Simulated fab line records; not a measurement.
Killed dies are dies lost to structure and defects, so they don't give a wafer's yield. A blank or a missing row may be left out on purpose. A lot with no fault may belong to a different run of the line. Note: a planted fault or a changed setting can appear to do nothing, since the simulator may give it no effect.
Which tool is to blame? ; flow n5-finfet ; 8 lots, 24 wafers sampled, at 6 steps of a route of 1938

WHAT THE GAUGES READ, wafer by wafer
N5_BEOL_M0_CUTY_CD_MEAS_57: target cd 200 nm. Usual: cd-nm 199.8 nm, standard deviation 1.
lot;measured;on;cd-nm (nm);flag
L159;day 5 15:18;cd-sem-01;199.9 200.1 201.1;
L162;day 6 11:55;cd-sem-01;198.3 198.8 198.8;
L165;day 7 10:26;cd-sem-01;201.2 201.0 199.7;
L174;day 9 15:46;cd-sem-01;200.2 199.4 199.6;
L175;day 9 17:43;cd-sem-03;206.4 203.4 204.6;OFF
L176;day 10 02:15;cd-sem-01;203.5 202.9 203.9;OFF
L178;day 10 11:22;cd-sem-02;199.5 198.3 198.7;
L181;day 11 06:27;cd-sem-01;198.8 198.1 199.5;

N5_BEOL_M4_RC_MEAS_101. Usual: DIBL_N 37.0 mV/V, standard deviation 2.3; DIBL_P 37.3 mV/V, standard deviation 2.8; IOFF_N 0.17 nA/um, standard deviation 0.046; IOFF_P 0.23 nA/um, standard deviation 0.054; ION_N 675 uA/um, standard deviation 14; ION_P 460 uA/um, standard deviation 9.3; SS_N 71.7 mV/dec, standard deviation 0.73; SS_P 73.6 mV/dec, standard deviation 0.95; VT_N 249 mV, standard deviation 3.9; VT_P -250 mV, standard deviation 3.9.
lot;measured;on;DIBL_N (mV/V);DIBL_P (mV/V);IOFF_N (nA/um);IOFF_P (nA/um);ION_N (uA/um);ION_P (uA/um);SS_N (mV/dec);SS_P (mV/dec);VT_N (mV);VT_P (mV);flag
L159;day 7 23:18;prober-02;40.3 37.1 43.8;40.9 35.4 44.8;0.23 0.15 0.36;0.31 0.21 0.42;680 676 712;471 464 478;72.2 71.3 73.7;74.8 73.7 76.2;243 251 240;-246 -251 -243;
L162;day 8 22:55;prober-02;37.5 36.0 41.5;37.8 36.8 43.3;0.18 0.16 0.27;0.19 0.18 0.28;682 676 694;454 453 461;72.0 71.0 73.1;73.1 73.5 75.4;248 249 244;-252 -254 -246;
L165;day 9 08:11;prober-02;35.3 38.5 39.3;36.6 39.5 40.8;0.15 0.22 0.23;0.19 0.25 0.27;670 703 706;458 474 471;71.4 72.1 72.3;73.1 73.8 74.8;253 245 248;-255 -251 -249;
L174;day 12 11:37;prober-01;36.8 39.9 36.6;37.9 41.1 36.6;0.16 0.19 0.16;0.22 0.27 0.19;677 679 673;459 466 457;71.4 72.4 71.0;72.9 74.2 73.1;249 248 248;-250 -249 -252;
L175;day 12 21:28;prober-01;39.3 41.2 36.0;41.4 44.0 36.5;0.23 0.28 0.16;0.26 0.32 0.19;687 704 681;465 470 456;72.8 73.7 71.7;74.4 75.4 73.3;246 241 248;-248 -245 -253;
L176;day 12 22:21;prober-02;33.5 36.2 37.3;30.7 35.0 35.0;0.10 0.14 0.16;0.13 0.18 0.18;640 664 666;440 452 448;71.0 71.2 72.1;72.3 73.1 73.3;257 250 250;-258 -254 -253;
L178;day 13 00:56;prober-02;36.2 37.1 35.3;33.2 35.2 33.1;0.15 0.17 0.13;0.18 0.21 0.18;670 676 677;456 454 466;71.6 71.7 70.6;72.5 72.8 73.1;253 250 252;-253 -253 -250;
L181;day 14 07:43;prober-02;37.7 40.0 35.8;38.9 40.9 37.0;0.19 0.24 0.15;0.28 0.30 0.23;670 696 677;460 474 471;72.9 73.1 71.6;73.9 74.6 73.2;249 244 250;-247 -245 -248;

WHAT TOOL EACH LOT RAN ON (gives the tool, then ch and the chambers of the sampled wafers, and finally the start)
lot;N5_BEOL_M0_CUTY_EXPOSE_54;N5_BEOL_M0_CUTY_DESCUM_61;N5_BEOL_M0_CUTY_ETCH_63;N5_BEOL_M0_ETCH_138
L159;arfi-scanner-03 ch 0, day 5 15:11;rie-diel-01 ch 0,2,3, day 5 15:31;rie-diel-01 ch 0,2,3, day 5 15:35;rie-diel-01 ch 0,2,3, day 5 15:43
L162;arfi-scanner-02 ch 0, day 6 11:48;rie-diel-03 ch 2,3, day 6 12:00;rie-diel-03 ch 2,3, day 6 12:05;rie-diel-03 ch 2,3, day 6 12:12
L165;arfi-scanner-01 ch 0, day 7 10:19;rie-diel-05 ch 0,3, day 7 10:31;rie-diel-05 ch 0,3, day 7 10:36;rie-diel-05 ch 0,3, day 7 10:43
L174;arfi-scanner-03 ch 0, day 9 15:39;rie-diel-01 ch 2,3, day 9 15:51;rie-diel-01 ch 2,3, day 9 15:56;rie-diel-01 ch 2,3, day 9 16:04
L175;arfi-scanner-03 ch 0, day 9 17:36;rie-diel-03 ch 0,2,3, day 9 17:49;rie-diel-03 ch 0,2,3, day 9 17:53;rie-diel-03 ch 0,2,3, day 9 18:01
L176;arfi-scanner-03 ch 0, day 10 02:08;rie-diel-05 ch 0,2, day 10 02:32;rie-diel-05 ch 0,2, day 10 02:37;rie-diel-05 ch 0,2, day 10 02:44
L178;arfi-scanner-02 ch 0, day 10 11:14;rie-diel-03 ch 1,2, day 10 11:28;rie-diel-03 ch 1,2, day 10 11:32;rie-diel-03 ch 1,2, day 10 11:40
L181;arfi-scanner-01 ch 0, day 11 06:20;rie-diel-01 ch 0,1,3, day 11 06:55;rie-diel-01 ch 0,1,3, day 11 07:00;rie-diel-01 ch 0,1,3, day 11 07:07
- N5_BEOL_M0_CUTY_EXPOSE_54: exposes mask M0 ABLK.
- N5_BEOL_M0_CUTY_DESCUM_61: chemistry O2, time 7.9 s.
- N5_BEOL_M0_CUTY_ETCH_63: etches SOC in N2/H2, target depth 82.7 nm, overetch 16.5 nm, time 124 s.
- N5_BEOL_M0_ETCH_138: etches SiCN in CH3F/O2, target depth 12 nm, time 31.6 s.

AS READ BY THE TOOLS THEMSELVES (means over the sampled wafers that have a number; for cases with no such wafer, the mark the record gives instead)
N5_BEOL_M0_CUTY_EXPOSE_54. Usual: exposure-dose-mJ-cm2 35.99, standard deviation 0.043.
lot;tool;exposure-dose-mJ-cm2;flag
L159;arfi-scanner-03;35.94;
L162;arfi-scanner-02;36.03;
L165;arfi-scanner-01;36.02;
L174;arfi-scanner-03;35.95;
L175;arfi-scanner-03;33.93;OFF
L176;arfi-scanner-03;34.36;OFF
L178;arfi-scanner-02;35.98;
L181;arfi-scanner-01;35.93;

N5_BEOL_M0_CUTY_DESCUM_61. Usual: drypump-motor-current-A 5.6 A, standard deviation 0.5; o2-flow-sccm 225.1 sccm, standard deviation 0.64; oes-product-au 0.77 a.u., standard deviation 0.097; rf-vpp-V 243.2 V, standard deviation 1.6; showerhead-plenum-p-Torr 2.11 Torr, standard deviation 0.083; throttle-valve-pct 20.38 %, standard deviation 0.28.
lot;tool;drypump-motor-current-A (A);o2-flow-sccm (sccm);oes-product-au (a.u.);rf-vpp-V (V);showerhead-plenum-p-Torr (Torr);throttle-valve-pct (%);flag
L159;rie-diel-01;5.8;225.3;0.69;243.4;2.09;20.56;
L162;rie-diel-03;5.9;225.7;0.75;242.8;2.03;20.57;
L165;rie-diel-05;4.9;225.1;0.72;244.6;2.13;20.26;
L174;rie-diel-01;5.7;224.5;0.90;243.4;2.13;20.16;
L175;rie-diel-03;5.5;224.8;0.86;243.4;2.09;20.27;
L176;rie-diel-05;5.9;225.3;0.68;241.9;2.01;20.50;
L178;rie-diel-03;5.2;225.2;0.87;242.0;2.05;20.02;
L181;rie-diel-01;5.9;225.1;0.74;244.4;2.14;20.51;

N5_BEOL_M0_CUTY_ETCH_63. Usual: drypump-motor-current-A 5.6 A, standard deviation 0.51; oes-product-au 0.64 a.u., standard deviation 0.078; rf-vpp-V 524.2 V, standard deviation 2.7; showerhead-plenum-p-Torr 2.55 Torr, standard deviation 0.095; throttle-valve-pct 17.7 %, standard deviation 0.32.
lot;tool;drypump-motor-current-A (A);oes-product-au (a.u.);rf-vpp-V (V);showerhead-plenum-p-Torr (Torr);throttle-valve-pct (%);flag
L159;rie-diel-01;5.7;0.58;522.7;2.51;17.8;
L162;rie-diel-03;5.8;0.61;521.7;2.47;18.0;
L165;rie-diel-05;4.9;0.59;525.6;2.61;17.7;
L174;rie-diel-01;5.7;0.74;524.2;2.56;17.4;
L175;rie-diel-03;5.4;0.71;523.2;2.55;17.7;
L176;rie-diel-05;5.9;0.58;521.3;2.46;18.0;
L178;rie-diel-03;5.2;0.72;522.5;2.47;17.3;
L181;rie-diel-01;5.9;0.62;524.6;2.57;17.8;

N5_BEOL_M0_ETCH_138. Usual: drypump-motor-current-A 5.6 A, standard deviation 0.51; etch-rf-on-time-s 29.2 s, standard deviation 1.1; oes-product-au 0.66 a.u., standard deviation 0.083; rf-vpp-V 297.5 V, standard deviation 1.6; showerhead-plenum-p-Torr 2.01 Torr, standard deviation 0.078; throttle-valve-pct 16.25 %, standard deviation 0.25.
lot;tool;drypump-motor-current-A (A);etch-rf-on-time-s (s);oes-product-au (a.u.);rf-vpp-V (V);showerhead-plenum-p-Torr (Torr);throttle-valve-pct (%);flag
L159;rie-diel-01;5.8;28.9;0.59;295.9;1.97;16.33;
L162;rie-diel-03;5.9;29.7;0.64;296.7;1.93;16.42;
L165;rie-diel-05;4.9;28.4;0.61;298.3;2.04;16.25;
L174;rie-diel-01;5.7;28.2;0.76;297.0;2.01;15.87;
L175;rie-diel-03;5.4;27.8;0.74;297.4;2.01;16.19;
L176;rie-diel-05;5.9;28.5;0.59;296.7;1.93;16.47;
L178;rie-diel-03;5.2;29.4;0.76;296.8;1.96;15.89;
L181;rie-diel-01;5.9;29.9;0.64;297.3;2.02;16.26;

THE ANSWER, worked out from the rows above alone
Rule: lot off if the mean of its wafers having a number is beyond 3 standard deviations from the usual mean. A lot without any number at a reading at which 4 lots or more have one is off too. The other lots that the step has rows for count as sound. First the gauges in route order, then the tools' own readings, where a lot's mean is used as printed above. At the first step where some lot is off, the reading lying furthest off is the one used; lots without a number count as furthest.
Off: L175, L176, at N5_BEOL_M0_CUTY_CD_MEAS_57 (cd-nm).
If a tool, at a process step before that reading, ran all the lots that are off and no sound lot after the first of them, it fits. The gauges at N5_BEOL_M0_CUTY_CD_MEAS_57 aren't tried: what is off there is off at N5_BEOL_M0_CUTY_EXPOSE_54 too, on other tools, and a gauge's error can't cause that. One fits: arfi-scanner-03 at N5_BEOL_M0_CUTY_EXPOSE_54. Its last sound lot is L174 (day 9 15:39), its first lot that is off L175 (day 9 17:36): a fault that began between those two fits.
The tool's own readings at N5_BEOL_M0_CUTY_EXPOSE_54 bear it out: on the lots that are off they differ by more than 5 times the standard deviation of the sound lots' means. exposure-dose-mJ-cm2 reads 34.14 there against 35.98 on the sound lots.

WHAT THE SIMULATOR HAD INSERTED
Process parameter drift: arfi-scanner-03, from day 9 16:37 on, at N5_BEOL_M0_CUTY_EXPOSE_54. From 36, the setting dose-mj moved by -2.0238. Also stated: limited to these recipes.
Lots struck among those shown: L175, L176. Same finding as the rule above.
